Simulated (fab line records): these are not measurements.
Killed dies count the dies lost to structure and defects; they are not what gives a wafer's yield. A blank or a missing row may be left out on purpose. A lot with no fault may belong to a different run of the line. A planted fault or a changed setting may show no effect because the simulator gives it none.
fab line records    flow n5_finfet
[record] lots = 4  wafers = 10  last_day = 17
route steps=1938 shown BEOL_M2@916 BEOL_M3@931 BEOL_M4@1111 PASSIVATION@1936
lots untouched by any fault: they come from a run of this same line in which no faults occurred
start_h: hours from the record's opening day to when the first of the lot's shown wafers began    wait_h: hours from the lot's prior step to this one    " identical to the entry in the row above    L1.1+2: a single row standing in for several wafers    - either no value or no given start    * or withheld: withheld    < > ~ a bound
route shown NAME@n: NAME is a module with steps in the file, n the number in the route of the first one    usual: mean/standard deviation of fault-free wafers    same: alike in all rows    chamber/n: place in a boat    sites: per-site readings    _std_site: how widely they spread, as a standard deviation    _edge_site: the outer-site mean with the inner-site mean subtracted    radius_mm: for every site, how far away it sits from the centre of the wafer    mask NAME#n: copy n    behind: the tool/chamber that last shaped the wafer    hold: reason for holding the lot/hours on hold/outcome of the hold    device: the n, p or np transistor that did not switch    end of line: the route-end tests of the same wafers    step lacking rows: just its recipe    killed: at the first sort, the dies lost to defects and structure; wafer yield is something else    map: the dies of a wafer, with x for killed, . for not killed, _ for no die there
set.NAME: the setting that was run; set.NAME@STEP: the one run at that earlier step    model.NAME: the simulator's own value behind a step, which no gauge read
certain route steps with their lots: each step a table, each wafer a row
services: a tool's chamber out of use, with start hour (start_h, from the record's first day; less than 0 if before it), hours out, and reason
[[steps]]
[step N5_BEOL_M2_SPUTTER_92]
[recipe] material = Cu  target_thk_a = 45  temp_c = -20  chamber_pressure_pa = 0.07  power_w = withheld  time_s = 8.29
[step N5_BEOL_M2_ANNEAL_93]
[recipe] temp_c = 400  time_s = 240  ambient = vacuum
[step N5_BEOL_M2_SPUTTER_94]
[recipe] material = Cu  target_thk_a = 45  temp_c = -20  chamber_pressure_pa = 0.07  power_w = withheld  time_s = 8.29
[step N5_BEOL_M2_ANNEAL_95]
[recipe] temp_c = 400  time_s = 240  ambient = vacuum
[step N5_BEOL_M2_SPUTTER_96]
[recipe] material = Cu  target_thk_a = 45  temp_c = -20  chamber_pressure_pa = 0.07  power_w = withheld  time_s = 8.29
[step N5_BEOL_M2_ECD_50]
[recipe] material = Cu  target_thk_a = 3000
[step N5_BEOL_M2_ANNEAL_51]
[recipe] temp_c = 225  time_s = 90  ambient = N2
[step N5_BEOL_M2_CMP_52]
[recipe] stop_on = SiOC  t_overpolish_s = 6.8  down_force_psi = 1  platen_rpm = 50  clearing_platen_down_force_psi = 1.5  clearing_platen_rpm = 50  post_cmp_clean = cu_alkaline  target_thk_nm = 40  clearing_platen_pad_velocity_m_s = 0.99484  pad_velocity_m_s = 0.99484
[step N5_BEOL_M2_PRE_CLEAN_60]
[recipe] gas = NH3/H2  time_s = 15  temp_c = *  rf_power_w = 300
[step N5_BEOL_M2_CO_CAP_55]
[recipe] material = Co  target_thk_a = 20  temp_c = 200  precursor = CCTBA/H2  pressure_torr = 30  time_s = 102.1
[step N5_BEOL_M2_PRE_CLEAN_56]
[recipe] gas = NH3  time_s = 15  temp_c = withheld  rf_power_w = 300
[step N5_BEOL_M2_DEP_57]
[recipe] material = SiCN  target_thk_a = 80  temp_c = withheld  precursor = 3MS/NH3  pressure_torr = 3  rf_w = 202  time_s = 14
[usual] showerhead_plenum_p_Torr = 3.659/0.011  throttle_valve_pct = 8.9/0.47
lot.wafer  tool      chamber  start_h  wait_h  showerhead_plenum_p_Torr  throttle_valve_pct  model.SiCN_of_BEOL_M2_DEP_57.thk_nm
L933.1     pecvd-04  2        202.46   0.0     3.659                     8.5                 8
L933.3     "         0        "        "       3.657                     8.8                 8
L933.4     "         2        "        "       3.658                     8.4                 8.2
L942.1     pecvd-04  1        257.55   0.0     3.653                     8.8                 3.4
L942.2     "         0        "        "       3.656                     9.1                 7.8
L944.5     pecvd-04  2        266.54   0.0     3.655                     8.7                 3.6
L944.6     "         1        "        "       3.666                     8.4                 8.2
L947.2     pecvd-02  2        287.22   0.0     3.655                     8.3                 8.4
L947.4     "         0        "        "       3.650                     9.1                 8.4
L947.5     "         2        "        "       3.648                     8.6                 8.4
[step N5_BEOL_M3_ILD_DEP_00]
[recipe] material = SiOC  target_thk_a = 790  temp_c = 350  precursor = DEMS/O2  pressure_torr = 5  rf_w = 500  time_s = 15.3
[step N5_BEOL_M3_PECVD_72]
[recipe] material = SiO2  target_thk_a = 160  temp_c = 400  precursor = TEOS/O2  pressure_torr = 5.5  rf_w = 450  teos_flow_sccm = 53.8  gas = O2  flow_sccm = 3000  time_s = 18
[step N5_BEOL_M3_HM_DEP_02]
[recipe] material = TiN  target_thk_a = 200  temp_c = 25  chamber_pressure_pa = 0.49996
[step N5_BEOL_M3_COAT_61]
[recipe] resist = SOC  temp_c = 250  time_s = 60  spin_rpm = 1500  resist_thk_nm = 60
[step N5_BEOL_M3_COAT_62]
[recipe] resist = SiARC  temp_c = 220  time_s = 60  spin_rpm = 1500  resist_thk_nm = 12
[step N5_BEOL_M3_COAT_73]
[recipe] resist = underlayer  temp_c = 205  time_s = 60  spin_rpm = 1500  resist_thk_nm = 5
[step N5_BEOL_M3_COAT_05]
[recipe] resist = CAR-EUV  spin_rpm = 1500  resist_thk_nm = 30
[step N5_BEOL_M3_EBR_07]
[recipe] solvent = PGMEA  ebr_width_mm = 1.5
[step N5_BEOL_M3_SOFTBAKE_06]
[recipe] temp_c = 110  time_s = 60  resist = CAR-EUV
[step N5_BEOL_M3_EXPOSE_08]
[recipe] mask_id = M3  na = 0.33  source_shape = dipole  sigma_inner = 0.369  sigma_outer = 0.767  polarization = unpolarized  dose_mj = 33
[step N5_BEOL_M3_PEB_09]
[recipe] peb_temp_c = 100  peb_time_s = 60  resist = CAR-EUV
[step N5_BEOL_M3_DEVELOP_10]
[recipe] develop_time_s = 30  developer = TMAH  resist = CAR-EUV  rinse_liquid = surfactant_rinse  dry = air_spin  dev_temp_c = 23
[step N5_BEOL_M3_DESCUM_16]
[recipe] chemistry = O2  time_s = 7  source_power_w = 50  bias_power_w = 20  pressure_mtorr = 20  rf_frequency_hz = 2.712e+07  temp_c = 40  resist = CAR-EUV  o2_flow_sccm = 225
[step N5_BEOL_M3_ETCH_74]
[recipe] chemistry = N2/H2  target = underlayer  target_depth_a = 65  mask_material = CAR-EUV  time_s = 5.2  ion_energy_ev = 200  pressure_mtorr = 30  source_w = 840  bias_w = 150  n2_flow_sccm = 200  h2_flow_sccm = 200  ends = cleared
[step N5_BEOL_M3_ETCH_63]
[recipe] chemistry = CF4  target = SiARC  target_depth_a = 156  mask_material = CAR-EUV  time_s = 26  ion_energy_ev = 80  pressure_mtorr = 40  source_w = 545  bias_w = 36  Ar_flow_sccm = 100  cf4_flow_sccm = 100  ends = cleared
[step N5_BEOL_M3_ETCH_64]
[recipe] chemistry = N2/H2  target = SOC  target_depth_a = 750  overetch_a = 150  mask_material = SiARC  temp_c = 40  time_s = 112.5  ion_energy_ev = 200  pressure_mtorr = 30  source_w = 840  bias_w = 150  n2_flow_sccm = 200  h2_flow_sccm = 200
[step N5_BEOL_M3_STRIP_65]
[recipe] chemistry = N2/H2  temp_c = 40  n2_flow_sccm = 200  h2_flow_sccm = 200  rf_frequency_hz = 6e+07
[step N5_BEOL_M3_STRIP_75]
[recipe] chemistry = N2/H2  temp_c = 40  n2_flow_sccm = 200  h2_flow_sccm = 200  rf_frequency_hz = 6e+07
[step N5_BEOL_M3_STRIP_66]
[recipe] chemistry = CF4  resist = SiARC  power_w = 300  bias_power_w = 75  pressure_mtorr = 50  cf4_flow_sccm = 150  rf_frequency_hz = 6e+07
[step N5_BEOL_M3_HM_OPEN_17]
[recipe] chemistry = Cl2/BCl3  target_depth_a = 200  overetch_a = 60  target = TiN  mask_material = SOC  ion_energy_ev = 150  pressure_mtorr = 10  icp_w = 1000  bias_w = 126  Cl2_flow_sccm = 53.25  bcl3_flow_sccm = 21.75  Ar_flow_sccm = 25
[step N5_BEOL_M3_STRIP_19]
[recipe] chemistry = O2  power_w = 400  temp_c = 40  pressure_mtorr = 30  rf_frequency_hz = 6e+07  bias_power_w = 0  overash_fraction = 0.2  o2_flow_sccm = 225
[step N5_BEOL_M3_COAT_67]
[recipe] resist = SOC  temp_c = 250  time_s = 60  spin_rpm = 1500  resist_thk_nm = 60
[step N5_BEOL_M3_CMP_52]
[recipe] stop_on = SiOC  t_overpolish_s = 6.8  down_force_psi = 1  platen_rpm = 50  clearing_platen_down_force_psi = 1.5  clearing_platen_rpm = 50  post_cmp_clean = cu_alkaline  target_thk_nm = 40  clearing_platen_pad_velocity_m_s = 0.99484  pad_velocity_m_s = 0.99484
[usual] barrier_field_endpoint_s = 24.6/0.54  head_pressure_psi = 1.0000/0.0021  motor_current_A = 6.4/0.87  overpolish_run_s = 6.800/0.0089  pad_life_wafers = 969/620  slurry_flow_ml_min = 150.0/0.47  time_to_endpoint_s = 63.0/2.9
lot.wafer  tool    chamber  start_h  wait_h  barrier_field_endpoint_s  head_pressure_psi  motor_current_A  overpolish_run_s  pad_life_wafers  slurry_flow_ml_min  time_to_endpoint_s  model.Cu_of_BEOL_M3_ECD_50.thk_nm
L933.1     cmp-02  1        215.13   0.3     24.7                      1.0027             7.0              6.802             1740             150.6               61.4                39.6
L933.3     "       2        "        "       25.2                      0.9988             6.6              6.794             1741             150.2               60.7                41.4
L933.4     "       3        "        "       25.3                      0.9962             5.3              6.804             1742             149.9               64.1                40
L942.1     cmp-01  2        265.70   0.3     24.4                      0.9996             5.0              6.798             1009             150.2               64.1                34.6
L942.2     "       0        "        "       24.5                      0.9997             7.3              6.803             1011             149.8               65.1                40.2
L944.5     cmp-02  0        283.63   0.3     24.6                      1.0020             6.2              6.811             -                149.4               60.9                35.4
L944.6     "       1        "        "       24.3                      0.9985             6.5              6.793             -                150.2               59.5                39.2
L947.2     cmp-02  3        294.95   0.2     24.3                      1.0000             5.2              6.795             313              150.3               62.8                38.2
L947.4     "       0        "        "       24.1                      1.0004             5.9              6.798             314              149.4               59.6                40.6
L947.5     "       2        "        "       23.9                      0.9975             6.9              6.800             -                149.4               58.3                40.8
[step N5_BEOL_M3_THK_MEAS_53]
[recipe] thk_meas_gauge = xrf  reads = Cu_of_BEOL_M3_ECD_50
[usual] M3_THK = 40.2/1.3
lot.wafer  tool           chamber  start_h  wait_h  M3_THK[nm]
L933.1     film_metro-02  -        215.43   -       39.8
L933.3     "              -        "        "       41.5
L933.4     "              -        "        "       40.2
L942.1     film_metro-01  -        265.96   -       34.9
L942.2     "              -        "        "       40.6
L944.5     film_metro-01  -        283.77   -       35.2
L944.6     "              -        "        "       39.0
L947.2     film_metro-01  -        295.21   -       38.1
L947.4     "              -        "        "       40.7
L947.5     "              -        "        "       40.8
[step N5_BEOL_M3_RS_MEAS_58]
[recipe] thk_meas_gauge = four-point-probe  reads = Co_of_BEOL_M3_CO_CAP_55+Cu_of_BEOL_M3_ECD_50+Co_of_BEOL_M3_CVD_47+TaN_of_BEOL_M3_ALD_84
[usual] M3_RS = 0.667/0.028
lot.wafer  tool           chamber  start_h  wait_h  M3_RS[ohm/sq]
L933.1     film_metro-02  -        215.72   0.1     0.679
L933.3     "              -        "        "       0.642
L933.4     "              -        "        "       0.670
L942.1     film_metro-01  -        266.22   0.0     0.809
L942.2     "              -        "        "       0.668
L944.5     film_metro-02  -        284.03   0.0     0.781
L944.6     "              -        "        "       0.685
L947.2     film_metro-02  -        295.47   0.1     0.711
L947.4     "              -        "        "       0.655
L947.5     "              -        "        "       0.651
[step N5_BEOL_M4_RC_MEAS_101]
[usual] DIBL_N = 36.5/1.4  DIBL_P = 36.6/1.6  IOFF_N = 0.160/0.024  IOFF_P = 0.217/0.029  ION_N = 674/8.7  ION_P = 464/6.5  SERP_M3 = 190/12  SERP_M3_max_site = 202/13  SS_N = 71.6/0.47  SS_P = 73.4/0.57  VT_N = 250.0/2.5  VT_P = -250/3.1
lot.wafer  tool       chamber  start_h  wait_h  DIBL_N[mV/V]  DIBL_P[mV/V]  IOFF_N[nA/um]  IOFF_P[nA/um]  ION_N[uA/um]  ION_P[uA/um]  SERP_M3[ohm/um]  SERP_M3_max_site[ohm/um]  SS_N[mV/dec]  SS_P[mV/dec]  VT_N[mV]  VT_P[mV]
L933.1     prober-02  0        233.87   0.0     36.0          33.3          0.136          0.197          669           465           193              201                       71.3          72.4          251.6     -248
L933.3     "          0        "        "       38.4          36.2          0.192          0.230          677           463           187              193                       71.5          73.5          246.7     -247
L933.4     "          0        "        "       35.9          33.6          0.137          0.186          667           459           207              216                       71.5          72.3          248.8     -251
L942.1     prober-01  0        277.95   0.0     34.6          36.7          0.141          0.195          666           460           238              255                       71.8          72.6          252.7     -252
L942.2     "          0        "        "       34.3          35.8          0.130          0.185          659           456           196              199                       71.4          73.3          254.4     -252
L944.5     prober-01  0        295.12   0.6     37.1          36.3          0.162          0.221          674           467           229              246                       71.8          73.0          251.0     -250
L944.6     "          0        "        "       36.4          36.4          0.159          0.221          679           467           188              209                       71.3          73.8          249.7     -247
L947.2     prober-02  0        304.29   0.2     38.1          38.6          0.208          0.260          689           466           203              210                       71.6          73.7          244.8     -247
L947.4     "          0        "        "       37.4          36.5          0.174          0.223          680           465           190              202                       72.1          73.2          249.1     -249
L947.5     "          0        "        "       37.2          36.6          0.172          0.221          677           460           180              194                       71.8          73.5          249.9     -250
// sites SERP_M3 radius_mm=0,75,75,75,75,140,140,140,140
L933.1 192 201 196 193 199 194 188 193 188
L942.1 255 239 247 238 240 186 195 195 202
L944.5 222 244 230 231 246 228 229 216 208
L947.2 207 210 207 203 205 198 194 197 200
[step N5_PASSIVATION_PROBE_49]
[usual] defect_limited_yield = 91.2/1.4  killed_at_M0_to_M3 = 34/9.4  killed_at_M4_up = 13/5.8  killed_at_contacts = 13/6.4  killed_at_front_end = 41/11  killed_at_other = 3.1/2.3  killed_dies = 103/16  killed_on_rim = 13/3.4  killed_open = 69/12  killed_short = 33/7.8  sort_bin_5_function = 5.1/0.91  sort_bin_6_memory = 3.3/0.63  sort_n_pass = 1077/16  sort_yield_pct = 91.2/1.4
[same] gross_dies = 1180  killed_at_back_side = 0  sort_bin_4_leakage[%] = 0  sort_bin_8_speed[%] = 0
lot.wafer  tool       chamber  start_h  wait_h  defect_limited_yield[%]  killed_at_M0_to_M3  killed_at_M4_up  killed_at_contacts  killed_at_front_end  killed_at_other  killed_dies  killed_on_rim  killed_open  killed_short  sort_bin_5_function[%]  sort_bin_6_memory[%]  sort_n_pass  sort_yield_pct[%]
L933.1     prober-01  -        331.16   0.0     92.2                     33                  15               12                  31                   1                92           9              47           43            4.6                     3.0                   1088         92.2
L933.3     prober-01  -        331.26   0.1     88.9                     60                  13               22                  34                   2                131          20             79           51            6.9                     3.9                   1049         88.9
L933.4     prober-01  -        331.31   0.2     93.6                     30                  8                5                   30                   2                75           12             55           18            4.0                     2.3                   1105         93.6
L942.1     prober-01  -        374.02   0.0     93.1                     42                  9                7                   21                   3                82           7              48           32            4.0                     2.5                   1098         93.1
L942.2     prober-01  -        374.07   0.1     93.9                     22                  14               9                   19                   8                72           11             51           20            3.1                     2.6                   1108         93.9
L944.5     prober-02  -        386.88   0.2     90.9                     21                  4                15                  67                   0                107          16             74           32            5.3                     3.4                   1073         90.9
L944.6     prober-02  -        386.93   0.3     88.9                     45                  9                15                  60                   2                131          15             95           33            6.4                     4.1                   1049         88.9
// killed by level:class
L933.1 BEOL_M4:geometric_particle:open=11 BEOL_M0_SAQP:geometric_particle:short=9 BEOL_M0_SAQP:geometric_particle:open=9 MOL_CONTACT_COAG:geometric_particle:open=8 FIN_SAQP:geometric_particle:short=6 GATE_CUT:geometric_particle:short=6 BEOL_M1:geometric_particle:short=4 BEOL_M1:geometric_particle:open=4
L933.3 MOL_CONTACT_COAG:geometric_particle:open=14 BEOL_M0_SAQP:geometric_particle:short=14 BEOL_M2:geometric_particle:open=13 BEOL_M0:geometric_particle:open=9 MOL_CONTACT_COAG:geometric_particle:short=8 BEOL_M0_SAQP:geometric_particle:open=8 BEOL_M4:geometric_particle:open=8 FIN_SAQP:geometric_particle:short=7
L933.4 BEOL_M0_SAQP:geometric_particle:open=9 BEOL_M2:geometric_particle:open=9 STI_FIN_REVEAL:geometric_particle:open=8 DUMMY_GATE:geometric_particle:open=6 BEOL_M0_SAQP:geometric_particle:short=5 MOL_CONTACT_COAG:geometric_particle:open=5 GATE_CUT:geometric_particle:short=4 BEOL_M4:geometric_particle:open=4
L942.1 BEOL_M0_SAQP:geometric_particle:short=8 MOL_CONTACT_COAG:geometric_particle:open=7 BEOL_M0_SAQP:geometric_particle:open=7 BEOL_M3:geometric_particle:short=7 BEOL_M1:geometric_particle:open=6 BEOL_M3:geometric_particle:open=6 STI_FIN_REVEAL:geometric_particle:open=5 STARTING-WAFER:geometric_particle:open=4
L942.2 BEOL_M4:geometric_particle:open=8 MOL_CONTACT_COAG:geometric_particle:open=7 BEOL_M3:geometric_particle:open=7 STI_FIN_REVEAL:geometric_particle:open=6 BEOL_M0_SAQP:geometric_particle:short=5 BEOL_M3:geometric_particle:short=4 BEOL_M5:geometric_particle:open=3 FIN_SAQP:geometric_particle:open=2
L944.5 STI_FIN_REVEAL:geometric_particle:open=21 FIN_SAQP:geometric_particle:open=17 MOL_CONTACT_COAG:geometric_particle:open=10 FIN_SAQP:geometric_particle:short=8 BEOL_M1:geometric_particle:open=6 GATE_CUT:geometric_particle:short=5 MOL_CONTACT_COAG:geometric_particle:short=5 BEOL_M2:geometric_particle:open=5
L944.6 FIN_SAQP:geometric_particle:open=21 STI_FIN_REVEAL:geometric_particle:open=19 BEOL_M3:geometric_particle:open=17 BEOL_M1:geometric_particle:open=10 MOL_CONTACT_COAG:geometric_particle:open=10 FIN_SAQP:geometric_particle:short=9 BEOL_M0:geometric_particle:open=6 MOL_CONTACT_COAG:geometric_particle:short=5
[[services]]
tool      chamber  start_h  hours  kind
cmp-02    -        194.36   2.7    repair
pecvd-04  1        199.92   5.5    scheduled_down
pecvd-02  2        202.38   -      clean
pecvd-02  2        202.38   -      consumable_replace:showerhead
pecvd-02  2        202.38   29.0   scheduled_down
pecvd-02  2        202.38   29.0   vent_cycle
cmp-02    -        218.33   5.7    pm
pecvd-02  0        222.07   5.5    scheduled_down
pecvd-02  -        227.83   0.8    repair
pecvd-04  2        239.49   10.0   repair
cmp-02    -        247.72   1.5    repair
pecvd-04  2        249.51   2.1    scheduled_down
pecvd-02  1        254.31   5.5    scheduled_down
cmp-02    -        263.21   4.0    pm
cmp-02    -        267.21   -      consumable_replace:conditioner
cmp-02    -        267.21   -      consumable_replace:pad
cmp-01    -        272.53   4.6    pm
[[key]]
[first_sign] step = N5_BEOL_M3_THK_MEAS_53  reading = M3_THK  direction = down  sigmas = 4  usual = 40.2  struck = 35.1
[effect] step = N5_BEOL_M3_RS_MEAS_58  reading = M3_RS  direction = up  sigmas = 4.5  usual = 0.667  struck = 0.795
[effect] step = N5_BEOL_M4_RC_MEAS_101  reading = SERP_M3  direction = up  sigmas = 3.7  usual = 190  struck = 234
[effect] step = N5_BEOL_M4_RC_MEAS_101  reading = SERP_M3_max_site  direction = up  sigmas = 3.7  usual = 202  struck = 251
[model_effect] step = N5_BEOL_M2_DEP_57  value = SiCN_of_BEOL_M2_DEP_57.thk_nm  without = 8  struck = 3.5
[model_effect] step = N5_BEOL_M3_CMP_52  value = Cu_of_BEOL_M3_ECD_50.thk_nm  without = 39.5  struck = 35
met_at N5_BEOL_M2_DEP_57
struck_wafers L942.1,L944.5
onset_between 202.46 257.55
[fault] kind = process_parameter_drift  tool = pecvd-04  chamber = -  onset_h = 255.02  steps = N5_BEOL_M2_DEP_57  channel = time_s  offset = *  shape = step  end_h = 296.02  scope = struck_wafers_only  acts_in = *  stated = *
